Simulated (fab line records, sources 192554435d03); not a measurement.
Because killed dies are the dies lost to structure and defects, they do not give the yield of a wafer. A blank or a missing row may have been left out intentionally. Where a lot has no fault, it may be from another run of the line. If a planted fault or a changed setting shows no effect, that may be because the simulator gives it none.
fab line records :: flow n5Finfet :: part 2 of 2: steps 25 to 30 of 30
record
  lots=5
  wafers=15
  lastDay=17
route steps=1938 shown BEOL_M8@1395 BEOL_M9@1401
lots untouched by any fault: they come from a run of this same line in which no faults occurred
startH: start of the lot's first displayed wafer, in hours after the record's first day :: waitH: how many hours have passed since the lot's step before this one :: " unchanged from the row above :: L1.1+2: a row that stands for several wafers :: - no value present, or no start provided :: * or withheld: withheld :: < > ~ a bound
route shown NAME@n: names a module that has steps shown in the file, with the first one's number in the route :: usual: mean and standard deviation over wafers with no fault :: same: alike in all rows :: chamber/n: place in a boat :: sites: per-site readings :: _std_site: their standard deviation :: _edge_site: inner sites' mean taken away from outer sites' mean :: radiusMm: how far each site lies from the wafer's centre :: mask NAME#n: copy n :: behind: the last tool/chamber to shape the wafer :: hold: what put the lot on hold/how long, in hours/how the hold closed :: device: whichever transistor did not switch (one of n, p or np) :: end of line: tests run on the same wafers once the route is complete :: step lacking rows: just its recipe :: killed: at the first sort, the dies lost to defects and structure; wafer yield is something else :: map: per-die view of a wafer (x killed, . not killed, _ where there is no die)
set.NAME: the setting the step ran with; set.NAME@STEP: the setting that earlier step ran with :: model.NAME: the simulator's own value behind a step, which no gauge read
lots at some steps of the route; a table a step, a row a wafer
services: when a tool's chamber went out of use (startH, in hours from the record's first day, below 0 if earlier), for how many hours, and the reason
## steps
# step N5_BEOL_M9_ETCH_62
# recipe
  chemistry=N2/H2
  target=SOC
  targetDepthA=1100
  overetchA=220
  maskMaterial=SiARC
  tempC=40
  timeS=165
  ionEnergyEv=200
  pressureMtorr=30
  sourceW=840
  biasW=150
  n2FlowSccm=200
  h2FlowSccm=200
# usual
  biasW=150.0/0.43
  drypumpMotorCurrentA=6.0/0.39
  oesProductAu=0.67/0.062
  rfVppV=523/3
  showerheadPlenumPTorr=2.52/0.1
  tempC=40.00/0.096
  throttleValvePct=17.87/0.22
lot.wafer: L084.2
tool: rieDiel-03
chamber: 2
startH: 271.65
waitH: 0.0
biasW: 150.5
drypumpMotorCurrentA: 6.0
oesProductAu: 0.58
rfHoursCounterH: 243
rfVppV: 523
showerheadPlenumPTorr: 2.51
tempC: 40.08
throttleValvePct: 18.22

lot.wafer: L084.3
tool: rieDiel-03
chamber: 0
startH: 271.65
waitH: 0.0
biasW: 149.9
drypumpMotorCurrentA: 5.9
oesProductAu: 0.67
rfHoursCounterH: 94
rfVppV: 523
showerheadPlenumPTorr: 2.56
tempC: 40.01
throttleValvePct: 18.11

lot.wafer: L084.5
tool: rieDiel-03
chamber: 0
startH: 271.65
waitH: 0.0
biasW: 149.6
drypumpMotorCurrentA: 5.8
oesProductAu: 0.68
rfHoursCounterH: -
rfVppV: 524
showerheadPlenumPTorr: 2.56
tempC: 40.05
throttleValvePct: 18.10

lot.wafer: L086.1
tool: rieDiel-03
chamber: 2
startH: 293.30
waitH: 0.0
biasW: 150.4
drypumpMotorCurrentA: 5.9
oesProductAu: 0.57
rfHoursCounterH: 249
rfVppV: 523
showerheadPlenumPTorr: 2.51
tempC: 39.81
throttleValvePct: 18.24

lot.wafer: L086.3
tool: rieDiel-03
chamber: 3
startH: 293.30
waitH: 0.0
biasW: 149.3
drypumpMotorCurrentA: 5.6
oesProductAu: 0.67
rfHoursCounterH: 83
rfVppV: 527
showerheadPlenumPTorr: 2.68
tempC: 40.02
throttleValvePct: 17.41

lot.wafer: L086.4
tool: rieDiel-03
chamber: 0
startH: 293.30
waitH: 0.0
biasW: 149.9
drypumpMotorCurrentA: 5.9
oesProductAu: 0.67
rfHoursCounterH: 101
rfVppV: 524
showerheadPlenumPTorr: 2.56
tempC: 40.08
throttleValvePct: 18.13

lot.wafer: L089.1
tool: rieDiel-02
chamber: 1
startH: 316.09
waitH: 0.0
biasW: 150.8
drypumpMotorCurrentA: 5.9
oesProductAu: 0.64
rfHoursCounterH: 145
rfVppV: 521
showerheadPlenumPTorr: 2.45
tempC: 39.89
throttleValvePct: 17.91

lot.wafer: L089.2
tool: rieDiel-02
chamber: 3
startH: 316.09
waitH: 0.0
biasW: 150.9
drypumpMotorCurrentA: 5.3
oesProductAu: 0.66
rfHoursCounterH: 120
rfVppV: 521
showerheadPlenumPTorr: 2.45
tempC: 39.92
throttleValvePct: 17.97

lot.wafer: L089.6
tool: rieDiel-02
chamber: 1
startH: 316.09
waitH: 0.0
biasW: 150.4
drypumpMotorCurrentA: 5.9
oesProductAu: 0.65
rfHoursCounterH: -
rfVppV: 522
showerheadPlenumPTorr: 2.45
tempC: 39.90
throttleValvePct: 17.91

lot.wafer: L095.1
tool: rieDiel-03
chamber: 2
startH: 336.27
waitH: 0.0
biasW: 149.8
drypumpMotorCurrentA: 5.9
oesProductAu: 0.81
rfHoursCounterH: 7
rfVppV: 521
showerheadPlenumPTorr: 2.51
tempC: 39.96
throttleValvePct: 17.82

lot.wafer: L095.5
tool: rieDiel-03
chamber: 1
startH: 336.27
waitH: 0.0
biasW: 150.1
drypumpMotorCurrentA: 6.2
oesProductAu: 0.63
rfHoursCounterH: -
rfVppV: 519
showerheadPlenumPTorr: 2.33
tempC: 39.98
throttleValvePct: 17.89

lot.wafer: L095.6
tool: rieDiel-03
chamber: 2
startH: 336.27
waitH: 0.0
biasW: 150.1
drypumpMotorCurrentA: 5.9
oesProductAu: 0.81
rfHoursCounterH: -
rfVppV: 523
showerheadPlenumPTorr: 2.51
tempC: 39.97
throttleValvePct: 17.82

lot.wafer: L094.2
tool: rieDiel-03
chamber: 3
startH: 336.60
waitH: 0.0
biasW: 149.1
drypumpMotorCurrentA: 5.6
oesProductAu: 0.66
rfHoursCounterH: 96
rfVppV: 528
showerheadPlenumPTorr: 2.68
tempC: 40.11
throttleValvePct: 17.40

lot.wafer: L094.5
tool: rieDiel-03
chamber: 0
startH: 336.60
waitH: 0.0
biasW: 149.5
drypumpMotorCurrentA: 5.8
oesProductAu: 0.65
rfHoursCounterH: -
rfVppV: 524
showerheadPlenumPTorr: 2.55
tempC: 40.02
throttleValvePct: 18.15

lot.wafer: L094.6
tool: rieDiel-03
chamber: 3
startH: 336.60
waitH: 0.0
biasW: 149.8
drypumpMotorCurrentA: 5.6
oesProductAu: 0.66
rfHoursCounterH: -
rfVppV: 528
showerheadPlenumPTorr: 2.68
tempC: 39.93
throttleValvePct: 17.40
# step N5_BEOL_M9_STRIP_68
# recipe
  chemistry=N2/H2
  tempC=40
  n2FlowSccm=200
  h2FlowSccm=200
  rfFrequencyHz=6e+07
lot.wafer: L084.2+3+5
tool: rieDiel-03
chamber: 2,0,0
startH: 271.78
waitH: 0.1

lot.wafer: L086.1+3+4
tool: rieDiel-03
chamber: 2,3,0
startH: 293.43
waitH: 0.1

lot.wafer: L089.1+2+6
tool: rieDiel-02
chamber: 1,3,1
startH: 316.23
waitH: 0.1

lot.wafer: L095.1+5+6
tool: rieDiel-03
chamber: 2,1,2
startH: 336.41
waitH: 0.1

lot.wafer: L094.2+5+6
tool: rieDiel-03
chamber: 3,0,3
startH: 336.73
waitH: 0.1
# step N5_BEOL_M9_STRIP_67
# recipe
  chemistry=CF4
  resist=SiARC
  powerW=300
  biasPowerW=75
  pressureMtorr=50
  cf4FlowSccm=150
  rfFrequencyHz=6e+07
# usual
  biasPowerW=75.01/0.23
  drypumpMotorCurrentA=6.0/0.39
  oesProductAu=0.79/0.074
  rfVppV=270.9/1.7
  showerheadPlenumPTorr=1.78/0.068
  throttleValvePct=13.62/0.21
lot.wafer: L084.2
tool: rieDiel-03
chamber: 2
startH: 271.79
waitH: 0.0
biasPowerW: 74.92
drypumpMotorCurrentA: 5.9
oesProductAu: 0.69
rfHoursCounterH: 243
rfVppV: 269.8
showerheadPlenumPTorr: 1.76
throttleValvePct: 13.99

lot.wafer: L084.3
tool: rieDiel-03
chamber: 0
startH: 271.79
waitH: 0.0
biasPowerW: 74.91
drypumpMotorCurrentA: 5.8
oesProductAu: 0.80
rfHoursCounterH: 94
rfVppV: 270.6
showerheadPlenumPTorr: 1.81
throttleValvePct: 13.71

lot.wafer: L084.5
tool: rieDiel-03
chamber: 0
startH: 271.79
waitH: 0.0
biasPowerW: 75.11
drypumpMotorCurrentA: 5.8
oesProductAu: 0.80
rfHoursCounterH: -
rfVppV: 271.1
showerheadPlenumPTorr: 1.81
throttleValvePct: 13.73

lot.wafer: L086.1
tool: rieDiel-03
chamber: 2
startH: 293.44
waitH: 0.0
biasPowerW: 75.14
drypumpMotorCurrentA: 5.9
oesProductAu: 0.68
rfHoursCounterH: 249
rfVppV: 270.6
showerheadPlenumPTorr: 1.76
throttleValvePct: 14.00

lot.wafer: L086.3
tool: rieDiel-03
chamber: 3
startH: 293.44
waitH: 0.0
biasPowerW: 75.06
drypumpMotorCurrentA: 5.6
oesProductAu: 0.79
rfHoursCounterH: 83
rfVppV: 274.0
showerheadPlenumPTorr: 1.89
throttleValvePct: 13.19

lot.wafer: L086.4
tool: rieDiel-03
chamber: 0
startH: 293.44
waitH: 0.0
biasPowerW: 75.18
drypumpMotorCurrentA: 5.8
oesProductAu: 0.79
rfHoursCounterH: 101
rfVppV: 271.3
showerheadPlenumPTorr: 1.81
throttleValvePct: 13.74

lot.wafer: L089.1
tool: rieDiel-02
chamber: 1
startH: 316.24
waitH: 0.0
biasPowerW: 75.25
drypumpMotorCurrentA: 5.9
oesProductAu: 0.76
rfHoursCounterH: 145
rfVppV: 269.9
showerheadPlenumPTorr: 1.73
throttleValvePct: 13.59

lot.wafer: L089.2
tool: rieDiel-02
chamber: 3
startH: 316.24
waitH: 0.0
biasPowerW: 75.32
drypumpMotorCurrentA: 5.3
oesProductAu: 0.77
rfHoursCounterH: 120
rfVppV: 270.6
showerheadPlenumPTorr: 1.73
throttleValvePct: 13.74

lot.wafer: L089.6
tool: rieDiel-02
chamber: 1
startH: 316.24
waitH: 0.0
biasPowerW: 75.08
drypumpMotorCurrentA: 5.9
oesProductAu: 0.76
rfHoursCounterH: -
rfVppV: 270.0
showerheadPlenumPTorr: 1.73
throttleValvePct: 13.60

lot.wafer: L095.1
tool: rieDiel-03
chamber: 2
startH: 336.42
waitH: 0.0
biasPowerW: 75.12
drypumpMotorCurrentA: 5.9
oesProductAu: 0.96
rfHoursCounterH: 7
rfVppV: 272.3
showerheadPlenumPTorr: 1.76
throttleValvePct: 13.44

lot.wafer: L095.5
tool: rieDiel-03
chamber: 1
startH: 336.42
waitH: 0.0
biasPowerW: 75.11
drypumpMotorCurrentA: 6.2
oesProductAu: 0.74
rfHoursCounterH: -
rfVppV: 267.1
showerheadPlenumPTorr: 1.65
throttleValvePct: 13.66

lot.wafer: L095.6
tool: rieDiel-03
chamber: 2
startH: 336.42
waitH: 0.0
biasPowerW: 75.25
drypumpMotorCurrentA: 5.9
oesProductAu: 0.96
rfHoursCounterH: -
rfVppV: 270.0
showerheadPlenumPTorr: 1.76
throttleValvePct: 13.42

lot.wafer: L094.2
tool: rieDiel-03
chamber: 3
startH: 336.74
waitH: 0.0
biasPowerW: 75.27
drypumpMotorCurrentA: 5.6
oesProductAu: 0.79
rfHoursCounterH: 96
rfVppV: 271.9
showerheadPlenumPTorr: 1.88
throttleValvePct: 13.21

lot.wafer: L094.5
tool: rieDiel-03
chamber: 0
startH: 336.74
waitH: 0.0
biasPowerW: 74.97
drypumpMotorCurrentA: 5.8
oesProductAu: 0.77
rfHoursCounterH: -
rfVppV: 272.3
showerheadPlenumPTorr: 1.80
throttleValvePct: 13.78

lot.wafer: L094.6
tool: rieDiel-03
chamber: 3
startH: 336.74
waitH: 0.0
biasPowerW: 75.36
drypumpMotorCurrentA: 5.6
oesProductAu: 0.78
rfHoursCounterH: -
rfVppV: 273.9
showerheadPlenumPTorr: 1.88
throttleValvePct: 13.21
# step N5_BEOL_M9_HM_OPEN_17
# recipe
  chemistry=Cl2/BCl3
  targetDepthA=200
  overetchA=60
  target=TiN
  maskMaterial=SOC
  ionEnergyEv=150
  pressureMtorr=10
  icpW=1000
  biasW=126
  Cl2_flow_sccm=53.25
  bcl3FlowSccm=21.75
  Ar_flow_sccm=25
# usual
  biasW=125.9/0.38
  drypumpMotorCurrentA=5.7/0.51
  oesProductAu=0.67/0.041
  throttleValvePct=22.17/0.13
lot.wafer: L084.2
tool: rieMetal-02
chamber: 1
startH: 271.83
waitH: 0.0
biasW: 124.6
drypumpMotorCurrentA: 5.3
oesProductAu: 0.68
rfHoursCounterH: 29
throttleValvePct: 22.39

lot.wafer: L084.3
tool: rieMetal-02
chamber: 0
startH: 271.83
waitH: 0.0
biasW: 125.7
drypumpMotorCurrentA: 4.8
oesProductAu: 0.67
rfHoursCounterH: -
throttleValvePct: 22.04

lot.wafer: L084.5
tool: rieMetal-02
chamber: 1
startH: 271.83
waitH: 0.0
biasW: 125.3
drypumpMotorCurrentA: 5.2
oesProductAu: 0.67
rfHoursCounterH: -
throttleValvePct: 22.42

lot.wafer: L086.1
tool: rieMetal-02
chamber: 1
startH: 293.48
waitH: 0.0
biasW: 126.4
drypumpMotorCurrentA: 5.2
oesProductAu: 0.68
rfHoursCounterH: 31
throttleValvePct: 22.41

lot.wafer: L086.3
tool: rieMetal-02
chamber: 1
startH: 293.48
waitH: 0.0
biasW: 126.2
drypumpMotorCurrentA: 5.2
oesProductAu: 0.67
rfHoursCounterH: -
throttleValvePct: 22.41

lot.wafer: L086.4
tool: rieMetal-02
chamber: 0
startH: 293.48
waitH: 0.0
biasW: 125.6
drypumpMotorCurrentA: 4.8
oesProductAu: 0.66
rfHoursCounterH: -
throttleValvePct: 22.06

lot.wafer: L089.1
tool: rieMetal-01
chamber: 1
startH: 316.28
waitH: 0.0
biasW: 125.8
drypumpMotorCurrentA: 5.6
oesProductAu: 0.62
rfHoursCounterH: 55
throttleValvePct: 22.19

lot.wafer: L089.2
tool: rieMetal-01
chamber: 0
startH: 316.28
waitH: 0.0
biasW: 125.3
drypumpMotorCurrentA: 6.3
oesProductAu: 0.71
rfHoursCounterH: 22
throttleValvePct: 22.27

lot.wafer: L089.6
tool: rieMetal-01
chamber: 0
startH: 316.28
waitH: 0.0
biasW: 125.9
drypumpMotorCurrentA: 6.4
oesProductAu: 0.70
rfHoursCounterH: -
throttleValvePct: 22.25

lot.wafer: L095.1
tool: rieMetal-01
chamber: 0
startH: 336.46
waitH: 0.0
biasW: 126.3
drypumpMotorCurrentA: 6.4
oesProductAu: 0.70
rfHoursCounterH: 23
throttleValvePct: 22.25

lot.wafer: L095.5
tool: rieMetal-01
chamber: 0
startH: 336.46
waitH: 0.0
biasW: 126.9
drypumpMotorCurrentA: 6.3
oesProductAu: 0.70
rfHoursCounterH: -
throttleValvePct: 22.27

lot.wafer: L095.6
tool: rieMetal-01
chamber: 1
startH: 336.46
waitH: 0.0
biasW: 126.1
drypumpMotorCurrentA: 5.6
oesProductAu: 0.61
rfHoursCounterH: -
throttleValvePct: 22.21

lot.wafer: L094.2
tool: rieMetal-01
chamber: 1
startH: 336.78
waitH: 0.0
biasW: 126.3
drypumpMotorCurrentA: 5.7
oesProductAu: 0.62
rfHoursCounterH: 57
throttleValvePct: 22.18

lot.wafer: L094.5
tool: rieMetal-01
chamber: 1
startH: 336.78
waitH: 0.0
biasW: 126.5
drypumpMotorCurrentA: 5.7
oesProductAu: 0.63
rfHoursCounterH: -
throttleValvePct: 22.19

lot.wafer: L094.6
tool: rieMetal-01
chamber: 0
startH: 336.78
waitH: 0.0
biasW: 126.4
drypumpMotorCurrentA: 6.3
oesProductAu: 0.71
rfHoursCounterH: -
throttleValvePct: 22.27
# step N5_BEOL_M9_STRIP_19
# recipe
  chemistry=O2
  powerW=400
  tempC=40
  pressureMtorr=30
  rfFrequencyHz=6e+07
  biasPowerW=0
  overashFraction=0.2
  o2FlowSccm=225
# usual
  drypumpMotorCurrentA=5.9/0.38
  oesProductAu=0.79/0.08
  rfVppV=3.6/0.65
  showerheadPlenumPTorr=2.08/0.079
  tempC=39.99/0.11
  throttleValvePct=16.73/0.21
# same
  biasPowerW=0
lot.wafer: L084.2
tool: rieDiel-03
chamber: 1
startH: 271.95
waitH: 0.1
drypumpMotorCurrentA: 6.2
oesProductAu: 0.74
rfHoursCounterH: 156
rfVppV: 3.8
showerheadPlenumPTorr: 1.93
tempC: 39.92
throttleValvePct: 16.68

lot.wafer: L084.3
tool: rieDiel-03
chamber: 3
startH: 271.95
waitH: 0.1
drypumpMotorCurrentA: 5.6
oesProductAu: 0.80
rfHoursCounterH: 77
rfVppV: 3.9
showerheadPlenumPTorr: 2.21
tempC: 39.98
throttleValvePct: 16.22

lot.wafer: L084.5
tool: rieDiel-03
chamber: 3
startH: 271.95
waitH: 0.1
drypumpMotorCurrentA: 5.6
oesProductAu: 0.81
rfHoursCounterH: -
rfVppV: 3.1
showerheadPlenumPTorr: 2.21
tempC: 39.86
throttleValvePct: 16.25

lot.wafer: L086.1
tool: rieDiel-02
chamber: 0
startH: 293.59
waitH: 0.1
drypumpMotorCurrentA: 6.5
oesProductAu: 0.95
rfHoursCounterH: 3
rfVppV: 4.0
showerheadPlenumPTorr: 2.15
tempC: 40.04
throttleValvePct: 16.37

lot.wafer: L086.3
tool: rieDiel-02
chamber: 3
startH: 293.59
waitH: 0.1
drypumpMotorCurrentA: 5.3
oesProductAu: 0.78
rfHoursCounterH: 112
rfVppV: 3.9
showerheadPlenumPTorr: 2.02
tempC: 39.80
throttleValvePct: 16.84

lot.wafer: L086.4
tool: rieDiel-02
chamber: 1
startH: 293.59
waitH: 0.1
drypumpMotorCurrentA: 5.8
oesProductAu: 0.77
rfHoursCounterH: -
rfVppV: 3.2
showerheadPlenumPTorr: 2.03
tempC: 39.98
throttleValvePct: 16.70

lot.wafer: L089.1
tool: rieDiel-02
chamber: 0
startH: 316.58
waitH: 0.3
drypumpMotorCurrentA: 6.5
oesProductAu: 0.92
rfHoursCounterH: 12
rfVppV: 3.8
showerheadPlenumPTorr: 2.15
tempC: 40.04
throttleValvePct: 16.38

lot.wafer: L089.2
tool: rieDiel-02
chamber: 2
startH: 316.58
waitH: 0.3
drypumpMotorCurrentA: 6.7
oesProductAu: 0.95
rfHoursCounterH: 3
rfVppV: 4.7
showerheadPlenumPTorr: 2.23
tempC: 39.92
throttleValvePct: 16.44

lot.wafer: L089.6
tool: rieDiel-02
chamber: 0
startH: 316.58
waitH: 0.3
drypumpMotorCurrentA: 6.5
oesProductAu: 0.91
rfHoursCounterH: -
rfVppV: 2.9
showerheadPlenumPTorr: 2.15
tempC: 39.96
throttleValvePct: 16.39

lot.wafer: L095.1
tool: rieDiel-02
chamber: 3
startH: 336.64
waitH: 0.2
drypumpMotorCurrentA: 5.3
oesProductAu: 0.77
rfHoursCounterH: 126
rfVppV: 2.8
showerheadPlenumPTorr: 2.02
tempC: 39.79
throttleValvePct: 16.83

lot.wafer: L095.5
tool: rieDiel-02
chamber: 1
startH: 336.64
waitH: 0.2
drypumpMotorCurrentA: 5.9
oesProductAu: 0.76
rfHoursCounterH: -
rfVppV: 3.3
showerheadPlenumPTorr: 2.02
tempC: 40.08
throttleValvePct: 16.72

lot.wafer: L095.6
tool: rieDiel-02
chamber: 0
startH: 336.64
waitH: 0.2
drypumpMotorCurrentA: 6.5
oesProductAu: 0.91
rfHoursCounterH: -
rfVppV: 3.9
showerheadPlenumPTorr: 2.14
tempC: 40.05
throttleValvePct: 16.39

lot.wafer: L094.2
tool: rieDiel-01
chamber: 0
startH: 336.89
waitH: 0.1
drypumpMotorCurrentA: 5.9
oesProductAu: 0.73
rfHoursCounterH: 185
rfVppV: 3.3
showerheadPlenumPTorr: 2.09
tempC: 39.78
throttleValvePct: 16.87

lot.wafer: L094.5
tool: rieDiel-01
chamber: 3
startH: 336.89
waitH: 0.1
drypumpMotorCurrentA: 6.0
oesProductAu: 0.69
rfHoursCounterH: -
rfVppV: 4.2
showerheadPlenumPTorr: 2.07
tempC: 39.88
throttleValvePct: 16.81

lot.wafer: L094.6
tool: rieDiel-01
chamber: 0
startH: 336.89
waitH: 0.1
drypumpMotorCurrentA: 5.9
oesProductAu: 0.73
rfHoursCounterH: -
rfVppV: 2.8
showerheadPlenumPTorr: 2.09
tempC: 39.94
throttleValvePct: 16.88
# step N5_BEOL_M9_CD_MEAS_18
# recipe
  pitchNm=140
  targetCdNm=70
# usual
  cdNm=70.1/0.47
lot.wafer: L084.2
tool: cdSem-01
chamber: -
startH: 272.02
waitH: 0.1
cdNm: 69.9

lot.wafer: L084.3
tool: cdSem-01
chamber: -
startH: 272.02
waitH: 0.1
cdNm: 70.5

lot.wafer: L084.5
tool: cdSem-01
chamber: -
startH: 272.02
waitH: 0.1
cdNm: 70.2

lot.wafer: L086.1
tool: cdSem-03
chamber: -
startH: 293.66
waitH: 0.0
cdNm: 69.3

lot.wafer: L086.3
tool: cdSem-03
chamber: -
startH: 293.66
waitH: 0.0
cdNm: 69.7

lot.wafer: L086.4
tool: cdSem-03
chamber: -
startH: 293.66
waitH: 0.0
cdNm: 69.3

lot.wafer: L089.1
tool: cdSem-02
chamber: -
startH: 316.66
waitH: 0.1
cdNm: 70.8

lot.wafer: L089.2
tool: cdSem-02
chamber: -
startH: 316.66
waitH: 0.1
cdNm: 70.7

lot.wafer: L089.6
tool: cdSem-02
chamber: -
startH: 316.66
waitH: 0.1
cdNm: 70.7

lot.wafer: L095.1
tool: cdSem-03
chamber: -
startH: 336.71
waitH: 0.0
cdNm: 69.2

lot.wafer: L095.5
tool: cdSem-03
chamber: -
startH: 336.71
waitH: 0.0
cdNm: 70.5

lot.wafer: L095.6
tool: cdSem-03
chamber: -
startH: 336.71
waitH: 0.0
cdNm: 70.0

lot.wafer: L094.2
tool: cdSem-03
chamber: -
startH: 336.96
waitH: 0.1
cdNm: 69.6

lot.wafer: L094.5
tool: cdSem-03
chamber: -
startH: 336.96
waitH: 0.1
cdNm: 69.6

lot.wafer: L094.6
tool: cdSem-03
chamber: -
startH: 336.96
waitH: 0.1
cdNm: 69.6
## services
tool: arfiScanner-02
chamber: -
startH: 251.95
hours: 0.4
kind: repair

tool: uvCure-02
chamber: -
startH: 256.17
hours: 13.8
kind: repair

tool: arfiScanner-03
chamber: -
startH: 256.35
hours: 4.9
kind: pm

tool: rieDiel-03
chamber: 2
startH: 257.83
hours: 5.3
kind: repair

tool: arfiScanner-02
chamber: -
startH: 259.94
hours: 3.1
kind: pm

tool: pecvd-04
chamber: -
startH: 264.79
hours: 2.8
kind: pm

tool: pecvd-03
chamber: -
startH: 267.09
hours: 6.0
kind: pm

tool: arfiScanner-03
chamber: -
startH: 269.02
hours: 1.2
kind: repair

tool: cmp-01
chamber: -
startH: 269.07
hours: 5.5
kind: pm

tool: arfiScanner-02
chamber: -
startH: 274.82
hours: 0.8
kind: pm

tool: arfiScanner-02
chamber: -
startH: 277.42
hours: 35.4
kind: repair

tool: cmp-03
chamber: -
startH: 279.06
hours: 0.5
kind: repair

tool: pvdSputter-02
chamber: -
startH: 281.56
hours: 1.6
kind: repair

tool: arfiScanner-03
chamber: -
startH: 282.86
hours: 0.8
kind: pm

tool: pecvd-02
chamber: -
startH: 288.38
hours: 2.8
kind: pm

tool: arfiScanner-03
chamber: -
startH: 289.55
hours: 1.0
kind: repair

tool: rieMetal-01
chamber: -
startH: 296.34
hours: 2.8
kind: pm

tool: pecvd-04
chamber: -
startH: 303.00
hours: 6.0
kind: pm

tool: rieDiel-03
chamber: 3
startH: 305.87
hours: 4.8
kind: repair

tool: uvCure-01
chamber: -
startH: 308.10
hours: 6.0
kind: pm

tool: arfiScanner-03
chamber: -
startH: 309.10
hours: 1.0
kind: pm

tool: rieMetal-01
chamber: 0
startH: 317.84
hours: 18.3
kind: repair

tool: rieMetal-01
chamber: -
startH: 319.84
hours: 1.1
kind: repair

tool: rieDiel-02
chamber: -
startH: 325.54
hours: 2.8
kind: pm
